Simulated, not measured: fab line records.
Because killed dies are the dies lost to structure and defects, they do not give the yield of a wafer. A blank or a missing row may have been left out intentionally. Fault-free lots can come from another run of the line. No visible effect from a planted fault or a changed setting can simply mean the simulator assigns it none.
Split-lot study / flow n5 finfet / 7 lots, 39 wafers read, on a route of 1938 steps

## THE SPLIT
At N5_BEOL_M2_DESCUM_33 (chemistry O2, time 7 s), the setting time s was moved away from the recipe's 7 s on 18 of the 39 wafers read, by -55.2% to +59.7%. The other wafers ran this setting at the recipe's value.

The split's own step is where the reading is taken.

## THE READING
CAR-EUV_of_BEOL_M2_COAT_22.thk nm (the simulator's own value, which no gauge read), in nm, at N5_BEOL_M2_DESCUM_33 (chemistry O2, time 7 s). There is no usual value for it anywhere in the file. Average 26.0 nm, standard deviation 0.062 nm, over the 21 wafers here run with the recipe.

wafer=L074.2; tool, chamber at the split=rie diel-03, 0,1,3; time s as run, s=7; against the recipe=recipe; CAR-EUV_of_BEOL_M2_COAT_22.thk nm, nm=26; against lot-mates on the recipe=-
wafer=L074.4; tool, chamber at the split=rie diel-03, 0,1,3; time s as run, s=7; against the recipe=recipe; CAR-EUV_of_BEOL_M2_COAT_22.thk nm, nm=26; against lot-mates on the recipe=-
wafer=L074.6; tool, chamber at the split=rie diel-03, 0,1,3; time s as run, s=7; against the recipe=recipe; CAR-EUV_of_BEOL_M2_COAT_22.thk nm, nm=26; against lot-mates on the recipe=-
wafer=L076.1; tool, chamber at the split=rie diel-03, 1,2; time s as run, s=4.636; against the recipe=-33.8%; CAR-EUV_of_BEOL_M2_COAT_22.thk nm, nm=27.2; against lot-mates on the recipe=+1.2
wafer=L076.3; tool, chamber at the split=rie diel-03, 1,2; time s as run, s=4.636; against the recipe=-33.8%; CAR-EUV_of_BEOL_M2_COAT_22.thk nm, nm=27.2; against lot-mates on the recipe=+1.2
wafer=L076.2; tool, chamber at the split=rie diel-03, 0; time s as run, s=4.636; against the recipe=-33.8%; CAR-EUV_of_BEOL_M2_COAT_22.thk nm, nm=27; against lot-mates on the recipe=+1.0
wafer=L076.4; tool, chamber at the split=rie diel-03, 3,1,0; time s as run, s=7; against the recipe=recipe; CAR-EUV_of_BEOL_M2_COAT_22.thk nm, nm=26; against lot-mates on the recipe=-
wafer=L076.5; tool, chamber at the split=rie diel-03, 3,1,0; time s as run, s=7; against the recipe=recipe; CAR-EUV_of_BEOL_M2_COAT_22.thk nm, nm=26; against lot-mates on the recipe=-
wafer=L076.6; tool, chamber at the split=rie diel-03, 3,1,0; time s as run, s=7; against the recipe=recipe; CAR-EUV_of_BEOL_M2_COAT_22.thk nm, nm=26; against lot-mates on the recipe=-
wafer=L079.1; tool, chamber at the split=rie diel-01, 1; time s as run, s=3.273; against the recipe=-53.2%; CAR-EUV_of_BEOL_M2_COAT_22.thk nm, nm=27.8; against lot-mates on the recipe=+1.8
wafer=L079.6; tool, chamber at the split=rie diel-01, 1; time s as run, s=3.273; against the recipe=-53.2%; CAR-EUV_of_BEOL_M2_COAT_22.thk nm, nm=27.8; against lot-mates on the recipe=+1.8
wafer=L079.2; tool, chamber at the split=rie diel-01, 3,2,2; time s as run, s=7; against the recipe=recipe; CAR-EUV_of_BEOL_M2_COAT_22.thk nm, nm=26; against lot-mates on the recipe=-
wafer=L079.4; tool, chamber at the split=rie diel-01, 3,2,2; time s as run, s=7; against the recipe=recipe; CAR-EUV_of_BEOL_M2_COAT_22.thk nm, nm=26; against lot-mates on the recipe=-
wafer=L079.5; tool, chamber at the split=rie diel-01, 3,2,2; time s as run, s=7; against the recipe=recipe; CAR-EUV_of_BEOL_M2_COAT_22.thk nm, nm=26; against lot-mates on the recipe=-
wafer=L079.3; tool, chamber at the split=rie diel-01, 0; time s as run, s=3.273; against the recipe=-53.2%; CAR-EUV_of_BEOL_M2_COAT_22.thk nm, nm=28; against lot-mates on the recipe=+2.0
wafer=L083.1; tool, chamber at the split=rie diel-03, 2,3,1; time s as run, s=7; against the recipe=recipe; CAR-EUV_of_BEOL_M2_COAT_22.thk nm, nm=26; against lot-mates on the recipe=-
wafer=L083.3; tool, chamber at the split=rie diel-03, 2,3,1; time s as run, s=7; against the recipe=recipe; CAR-EUV_of_BEOL_M2_COAT_22.thk nm, nm=26; against lot-mates on the recipe=-
wafer=L083.6; tool, chamber at the split=rie diel-03, 2,3,1; time s as run, s=7; against the recipe=recipe; CAR-EUV_of_BEOL_M2_COAT_22.thk nm, nm=26; against lot-mates on the recipe=-
wafer=L083.2; tool, chamber at the split=rie diel-03, 1,2; time s as run, s=9.275; against the recipe=+32.5%; CAR-EUV_of_BEOL_M2_COAT_22.thk nm, nm=24.8; against lot-mates on the recipe=-1.2
wafer=L083.5; tool, chamber at the split=rie diel-03, 1,2; time s as run, s=9.275; against the recipe=+32.5%; CAR-EUV_of_BEOL_M2_COAT_22.thk nm, nm=24.8; against lot-mates on the recipe=-1.2
wafer=L083.4; tool, chamber at the split=rie diel-03, 0; time s as run, s=9.275; against the recipe=+32.5%; CAR-EUV_of_BEOL_M2_COAT_22.thk nm, nm=25; against lot-mates on the recipe=-1.0
wafer=L088.1; tool, chamber at the split=rie diel-05, 2,0; time s as run, s=7; against the recipe=recipe; CAR-EUV_of_BEOL_M2_COAT_22.thk nm, nm=26; against lot-mates on the recipe=-
wafer=L088.2; tool, chamber at the split=rie diel-05, 2,0; time s as run, s=7; against the recipe=recipe; CAR-EUV_of_BEOL_M2_COAT_22.thk nm, nm=26; against lot-mates on the recipe=-
wafer=L088.3; tool, chamber at the split=rie diel-05, 3; time s as run, s=3.134; against the recipe=-55.2%; CAR-EUV_of_BEOL_M2_COAT_22.thk nm, nm=28; against lot-mates on the recipe=+2.1
wafer=L088.5; tool, chamber at the split=rie diel-05, 3; time s as run, s=3.134; against the recipe=-55.2%; CAR-EUV_of_BEOL_M2_COAT_22.thk nm, nm=28; against lot-mates on the recipe=+2.1
wafer=L088.4; tool, chamber at the split=rie diel-05, 1; time s as run, s=3.134; against the recipe=-55.2%; CAR-EUV_of_BEOL_M2_COAT_22.thk nm, nm=27.8; against lot-mates on the recipe=+1.9
wafer=L088.6; tool, chamber at the split=rie diel-05, 0; time s as run, s=7; against the recipe=recipe; CAR-EUV_of_BEOL_M2_COAT_22.thk nm, nm=25.8; against lot-mates on the recipe=-
wafer=L092.1; tool, chamber at the split=rie diel-03, 2,3; time s as run, s=7; against the recipe=recipe; CAR-EUV_of_BEOL_M2_COAT_22.thk nm, nm=26; against lot-mates on the recipe=-
wafer=L092.4; tool, chamber at the split=rie diel-03, 2,3; time s as run, s=7; against the recipe=recipe; CAR-EUV_of_BEOL_M2_COAT_22.thk nm, nm=26; against lot-mates on the recipe=-
wafer=L092.2; tool, chamber at the split=rie diel-03, 0; time s as run, s=7; against the recipe=recipe; CAR-EUV_of_BEOL_M2_COAT_22.thk nm, nm=26.2; against lot-mates on the recipe=-
wafer=L092.3; tool, chamber at the split=rie diel-03, 1,0,1; time s as run, s=8.95; against the recipe=+27.9%; CAR-EUV_of_BEOL_M2_COAT_22.thk nm, nm=25.2; against lot-mates on the recipe=-0.9
wafer=L092.5; tool, chamber at the split=rie diel-03, 1,0,1; time s as run, s=8.95; against the recipe=+27.9%; CAR-EUV_of_BEOL_M2_COAT_22.thk nm, nm=25.2; against lot-mates on the recipe=-0.9
wafer=L092.6; tool, chamber at the split=rie diel-03, 1,0,1; time s as run, s=8.95; against the recipe=+27.9%; CAR-EUV_of_BEOL_M2_COAT_22.thk nm, nm=25.2; against lot-mates on the recipe=-0.9
wafer=L093.1; tool, chamber at the split=rie diel-05, 2,1,0; time s as run, s=7; against the recipe=recipe; CAR-EUV_of_BEOL_M2_COAT_22.thk nm, nm=26; against lot-mates on the recipe=-
wafer=L093.3; tool, chamber at the split=rie diel-05, 2,1,0; time s as run, s=7; against the recipe=recipe; CAR-EUV_of_BEOL_M2_COAT_22.thk nm, nm=26; against lot-mates on the recipe=-
wafer=L093.5; tool, chamber at the split=rie diel-05, 2,1,0; time s as run, s=7; against the recipe=recipe; CAR-EUV_of_BEOL_M2_COAT_22.thk nm, nm=26; against lot-mates on the recipe=-
wafer=L093.2; tool, chamber at the split=rie diel-05, 0; time s as run, s=11.18; against the recipe=+59.7%; CAR-EUV_of_BEOL_M2_COAT_22.thk nm, nm=23.8; against lot-mates on the recipe=-2.2
wafer=L093.4; tool, chamber at the split=rie diel-05, 3,1; time s as run, s=11.18; against the recipe=+59.7%; CAR-EUV_of_BEOL_M2_COAT_22.thk nm, nm=24; against lot-mates on the recipe=-2.0
wafer=L093.6; tool, chamber at the split=rie diel-05, 3,1; time s as run, s=11.18; against the recipe=+59.7%; CAR-EUV_of_BEOL_M2_COAT_22.thk nm, nm=24; against lot-mates on the recipe=-2.0
Rows listing several chambers each stand for several wafers; the file does not say which wafer went through which chamber.

FIT RESULTS
A straight line over all 39 wafers: CAR-EUV_of_BEOL_M2_COAT_22.thk nm changes by -0.0343 nm for each +1% of time s; r = -1.00; the points scatter about the line by 0.089 nm.
The same after taking each lot's own level away (the mean of its wafers on the recipe; 39 wafers): -0.0348 nm for each +1%; r = -1.00; scatter 0.08 nm.
Per that fit: largest time s move, reading shift of 2.1 nm.
The span of the lots' own levels, 25.93 to 26.07 nm, comes to 2.2 times the standard deviation stated above.
The two slopes are in agreement: the lot-to-lot level therefore moves the slope only a little.
Check: -2.05 nm against its lot-mates is what the line predicts for one of the wafers moved furthest among these (+59.7%) when that wafer is left out of the fit. Against them it came out at -2.2 nm.

## OTHER SPLITS APPLIED TO THESE WAFERS
Note: prior to the reading, these wafers also went through further splits. Each is held against what the fit with the lots' levels taken away leaves over:
other split on the same wafers=N5_BEOL_M0_SAQP_HM_DEP_02 target thk a; wafers away from the commonest value=15; r with CAR-EUV_of_BEOL_M2_COAT_22.thk nm (lot level and that fit taken away)=-0.11

## FILE'S OWN FIT
CAR-EUV_of_BEOL_M2_COAT_22.thk nm changes by -0.0348 nm for each +1% of time s, r = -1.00.
